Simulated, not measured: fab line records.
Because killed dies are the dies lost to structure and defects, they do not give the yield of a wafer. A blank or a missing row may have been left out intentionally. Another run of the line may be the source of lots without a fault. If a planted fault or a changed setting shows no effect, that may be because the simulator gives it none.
fab line records | flow n5-finfet
[record] lots = 15 wafers = 36 last-day = 17
route steps=1938 shown BEOL_M9@1458 BEOL_M10@1472 PASSIVATION@1936
lots untouched by any fault: they come from a run of this same line in which no faults occurred
start-h: hours from the record's opening day to when the first of the lot's shown wafers began | wait-h: time in hours since the lot's previous step | " same as the row above | L1.1+2: several wafers, shown together as one row | - no value, or no start given | * or withheld: withheld | < > ~ a bound
route shown NAME@n: a module of which the file shows steps, and the number in the route of the first | usual: mean and standard deviation over wafers with no fault | same: alike in all rows | chamber/n: place in a boat | sites: per-site readings | _std_site: how widely they spread, as a standard deviation | _edge_site: inner sites' mean taken away from outer sites' mean | radius-mm: for every site, how far away it sits from the centre of the wafer | mask NAME#n: copy n | behind: the last tool/chamber to shape the wafer | hold: the reason the lot was held/the length of the hold in hours/how it ended | device: the n, p or np transistor that did not switch | end of line: at the end of the route, the tests of the same wafers | where a step has no rows: the recipe by itself | killed: not the wafer's yield, but the dies lost to structure and defects at the first sort | map: the dies of a wafer, with x for killed, . for not killed, _ for no die there
set.NAME: the setting the step ran with; set.NAME@STEP: the setting that earlier step ran with | model.NAME: the simulator's own value behind a step, which no gauge read
steps of the route over a sample of lots; a table a step, a row a wafer
services: when a tool's chamber went out of use (start-h, in hours from the record's first day, below 0 if earlier), for how many hours, and the reason
[[steps]]
[step N5_BEOL_M9_ALD_74]
[recipe] material = TaN target-thk-a = 20 temp-c = 275 ald-precursor-family = PDMAT ald-co-reactant = NH3 pressure-torr = 3 carrier-flow-sccm = 1500 pulse-time-s = 2 purge-time-s = 3 co-reactant-purge-time-s = 2 co-reactant-pulse-time-s = 3 ald-cycles = 40 precursor-vessel-temp-c = 75 precursor-vessel-pressure-torr = 26.25 precursor-vessel-carrier-sccm = 1000
[usual] heater-power-w = 419/32
[same] pulse-time-s = 2
// columns lot.wafer tool chamber start-h wait-h heater-power-w
L878.3 ald-metal-04 1 227.32 0.0 350
L878.4 " 3 " " 422
L881.3 ald-metal-04 2 276.15 0.0 416
L881.6 " 0 " " 417
L880.1 ald-metal-01 1 276.15 0.0 450
L880.5 " 1 " " 446
L879.1 ald-metal-03 1 285.67 0.1 454
L879.5 " 3 " " 362
L879.6 " 2 " " 403
L883.1 ald-metal-03 1 298.28 0.0 455
L883.3 " 2 " " 401
L883.4 " 3 " " 358
L884.1 ald-metal-03 2 298.74 0.1 404
L884.2 " 3 " " 375
L884.4 " 0 " " 420
L882.1 ald-metal-01 0 307.29 0.1 421
L882.2 " 1 " " 450
L885.2 ald-metal-03 0 307.33 0.0 432
L885.5 " 1 " " 463
L887.2 ald-metal-04 1 317.94 0.1 364
L887.6 " 1 " " 348
L889.2 ald-metal-04 3 324.98 0.0 428
L889.4 " 1 " " 360
L888.5 ald-metal-01 0 325.90 0.2 441
L888.6 " 1 " " 457
L891.1 ald-metal-03 2 331.56 0.1 397
L891.4 " 3 " " 366
L890.4 ald-metal-03 0 332.12 0.1 429
L890.5 " 0 " " 439
L890.6 " 1 " " 452
L894.1 ald-metal-01 1 344.36 0.1 455
L894.3 " 0 " " 435
L894.6 " 0 " " 420
L892.1 ald-metal-03 0 356.59 0.0 425
L892.3 " 2 " " 412
L892.5 " 1 " " 448
[step N5_BEOL_M10_THK_MEAS_01]
[recipe] reads = SiCOH_lowk_of_BEOL_M10_ILD_DEP_00
[usual] M10_ILD_THK = 267/3.4
// columns lot.wafer tool chamber start-h wait-h M10_ILD_THK[nm]
L878.3 film-metro-02 - 229.55 0.3 261
L878.4 " - " " 264
L881.3 film-metro-01 - 279.03 0.3 267
L881.6 " - " " 266
L880.1 film-metro-02 - 279.30 0.4 268
L880.5 " - " " 267
L879.1 film-metro-02 - 289.37 0.4 263
L879.5 " - " " 271
L879.6 " - " " 266
L883.1 film-metro-01 - 300.41 0.4 265
L883.3 " - " " 264
L883.4 " - " " 269
L884.1 film-metro-02 - 300.97 0.4 265
L884.2 " - " " 262
L884.4 " - " " 267
L882.1 film-metro-01 - 309.41 0.4 264
L882.2 " - " " 265
L885.2 film-metro-02 - 309.73 0.4 266
L885.5 " - " " 268
L887.2 film-metro-02 - 321.22 0.4 267
L887.6 " - " " 268
L889.2 film-metro-01 - 327.17 0.4 262
L889.4 " - " " 269
L888.5 film-metro-01 - 328.67 0.1 268
L888.6 " - " " 270
L891.1 film-metro-01 - 333.85 0.4 265
L891.4 " - " " 270
L890.4 film-metro-01 - 337.58 0.4 265
L890.5 " - " " 273
L890.6 " - " " 269
L894.1 film-metro-02 - 346.64 0.4 263
L894.3 " - " " 268
L894.6 " - " " 271
L892.1 film-metro-02 - 358.75 0.4 264
L892.3 " - " " 263
L892.5 " - " " 271
[step N5_BEOL_M10_COAT_05]
[recipe] resist = CAR-ArF spin-rpm = 1500 resist-thk-nm = 90
[usual] spin-speed-rpm = 1499.8/1.1
// columns lot.wafer tool chamber start-h wait-h spin-speed-rpm
L878.3 litho-track-03 0 231.40 - 1500.0
L878.4 " 0 " " 1499.7
L881.3 litho-track-02 0 280.17 - 1501.2
L881.6 " 0 " " 1499.8
L880.1 litho-track-03 0 280.34 - 1501.0
L880.5 " 0 " " 1500.6
L879.1 litho-track-05 0 293.54 - 1498.7
L879.5 " 0 " " 1501.7
L879.6 " 0 " " 1499.2
L883.1 litho-track-03 0 300.82 - 1499.1
L883.3 " 0 " " 1501.8
L883.4 " 0 " " 1500.7
L884.1 litho-track-02 0 301.22 - 1499.6
L884.2 " 0 " " 1496.3
L884.4 " 0 " " 1501.3
L882.1 litho-track-02 0 311.39 - 1499.1
L882.2 " 0 " " 1499.9
L885.2 litho-track-03 0 311.49 - 1500.9
L885.5 " 0 " " 1501.8
L887.2 litho-track-05 0 322.30 - 1499.8
L887.6 " 0 " " 1499.6
L889.2 litho-track-02 0 329.00 - 1500.4
L889.4 " 0 " " 1499.2
L888.5 litho-track-02 0 330.06 - 1500.7
L888.6 " 0 " " 1498.9
L891.1 litho-track-03 0 336.41 - 1500.4
L891.4 " 0 " " 1500.7
L890.4 litho-track-02 0 339.41 - 1556.1
L890.5 " 0 " " 1556.5
L890.6 " 0 " " 1554.0
L894.1 litho-track-02 0 347.73 - 1556.6
L894.3 " 0 " " 1556.3
L894.6 " 0 " " 1555.5
L892.1 litho-track-02 0 361.49 - 1555.2
L892.3 " 0 " " 1556.7
L892.5 " 0 " " 1557.9
[step N5_BEOL_M10_OVL_MEAS_12]
[recipe] points-per-wafer = 44
[usual] M10_OVL = 0.0/0.7
// columns lot.wafer tool chamber start-h wait-h M10_OVL[nm]
L878.3 overlay-01 0 231.79 0.0 -1.2
L878.4 " 0 " " -1.3
L881.3 overlay-01 0 280.44 0.0 1.4
L881.6 " 0 " " 1.6
L880.1 overlay-01 0 280.74 0.0 -0.1
L880.5 " 0 " " -0.8
L879.1 overlay-02 0 293.81 0.0 -0.4
L879.5 " 0 " " 0.4
L879.6 " 0 " " 0.3
L883.1 overlay-02 0 301.21 0.0 0.2
L883.3 " 0 " " 1.2
L883.4 " 0 " " 1.1
L884.1 overlay-02 0 301.49 0.0 -0.2
L884.2 " 0 " " -0.4
L884.4 " 0 " " 0.7
L882.1 overlay-02 0 311.65 0.0 0.1
L882.2 " 0 " " -0.5
L885.2 overlay-01 0 311.77 0.0 -0.6
L885.5 " 0 " " -0.5
L887.2 overlay-01 0 322.70 0.0 -0.7
L887.6 " 0 " " -0.4
L889.2 overlay-02 0 329.27 0.0 -0.4
L889.4 " 0 " " -0.3
L888.5 overlay-02 0 330.45 0.0 -0.5
L888.6 " 0 " " -0.7
L891.1 overlay-02 0 336.81 0.0 -0.3
L891.4 " 0 " " 0.6
L890.4 overlay-01 0 339.80 0.0 0.5
L890.5 " 0 " " 0.4
L890.6 " 0 " " -1.0
L894.1 overlay-01 0 348.00 0.0 0.1
L894.3 " 0 " " 0.2
L894.6 " 0 " " -0.5
L892.1 overlay-02 0 361.88 0.0 -1.0
L892.3 " 0 " " 0.4
L892.5 " 0 " " 0.6
[step N5_PASSIVATION_PROBE_49]
[usual] defect-limited-yield = 91.2/1.4 killed_at_M0_to_M3 = 34/9.3 killed_at_M4_up = 14/5.9 killed-at-contacts = 14/5.7 killed-at-front-end = 38/10 killed-at-other = 4/3.2 killed-dies = 104/17 killed-open = 67/13 killed-short = 33/6.9 sort_bin_5_function = 5.2/1 sort_bin_6_memory = 3.3/0.61 sort_bin_8_speed = 0.3/1.8 sort-n-pass = 1069/52 sort-yield-pct = 91/4.4
[same] gross-dies = 1180 killed-at-back-side = 0 sort_bin_4_leakage[%] = 0
// columns lot.wafer tool chamber start-h wait-h defect-limited-yield[%] killed_at_M0_to_M3 killed_at_M4_up killed-at-contacts killed-at-front-end killed-at-other killed-dies killed-open killed-short sort_bin_5_function[%] sort_bin_6_memory[%] sort_bin_8_speed[%] sort-n-pass sort-yield-pct[%]
L894.1 prober-01 - 408.68 0.0 85.6 41 15 16 68 30 170 85 63 9.3 4.4 0 1010 86
L894.6 prober-01 - 408.93 0.3 86.2 36 17 38 60 12 163 80 39 9.3 3.6 0 1017 86
// killed by level:class
L894.1 BEOL_M0_SAQP:geometric-particle:short=22 PASSIVATION:area-etch=20 FIN_SAQP:geometric-particle:open=13 MOL_CONTACT_COAG:geometric-particle:open=13 STI_FIN_REVEAL:geometric-particle:open=12 BEOL_M0_SAQP:geometric-particle:open=11 GATE_CUT:geometric-particle:short=8 FIN_SAQP:geometric-particle:short=7
L894.6 MOL_CONTACT_COAG:area-etch=27 STI_FIN_REVEAL:geometric-particle:open=16 BEOL_M0_SAQP:geometric-particle:open=13 FIN_SAQP:geometric-particle:open=11 PASSIVATION:area-etch=10 BEOL_M0_SAQP:geometric-particle:short=9 MOL_CONTACT_COAG:geometric-particle:open=8 FIN_SAQP:geometric-particle:short=7
[[services]]
// columns tool chamber start-h hours kind
ald-metal-01 - 209.19 8.7 pm
ald-metal-04 3 211.67 - calibration
ald-metal-01 - 249.05 6.0 pm
ald-metal-01 2 260.46 27.8 repair
ald-metal-01 3 266.27 24.0 repair
litho-track-02 - 284.43 - consumable-replace:filter
ald-metal-04 1 297.45 3.5 repair
ald-metal-01 3 342.40 1.5 repair
[[key]]
[first-sign] step = N5_BEOL_M10_COAT_05 reading = spin-speed-rpm direction = up sigmas = 50 usual = * struck = *
effect none on later readings
met-at N5_BEOL_M10_COAT_05
struck-lots L890,L892,L894
[baseline-loss] step = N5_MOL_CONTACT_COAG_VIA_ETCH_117 wafers = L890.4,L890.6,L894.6
[baseline-loss] step = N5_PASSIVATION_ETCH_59 wafers = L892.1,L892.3
[baseline-loss] step = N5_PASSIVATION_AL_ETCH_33 wafers = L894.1
not-acting-at N5_BEOL_M9_ALD_74,N5_BEOL_M10_THK_MEAS_01,N5_BEOL_M10_OVL_MEAS_12
onset-between 330.06 339.41
[fault] kind = process-parameter-drift tool = litho-track-02 chamber = - onset-h = 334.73 steps = N5_BEOL_M10_COAT_05 channel = spin-rpm offset = * shape = step end-h = 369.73 acts-in = * stated = *
// baseline-loss: these wafers lose ten dies or more at that step, a loss of the line's own and not of a fault; the sort's usual values leave them out
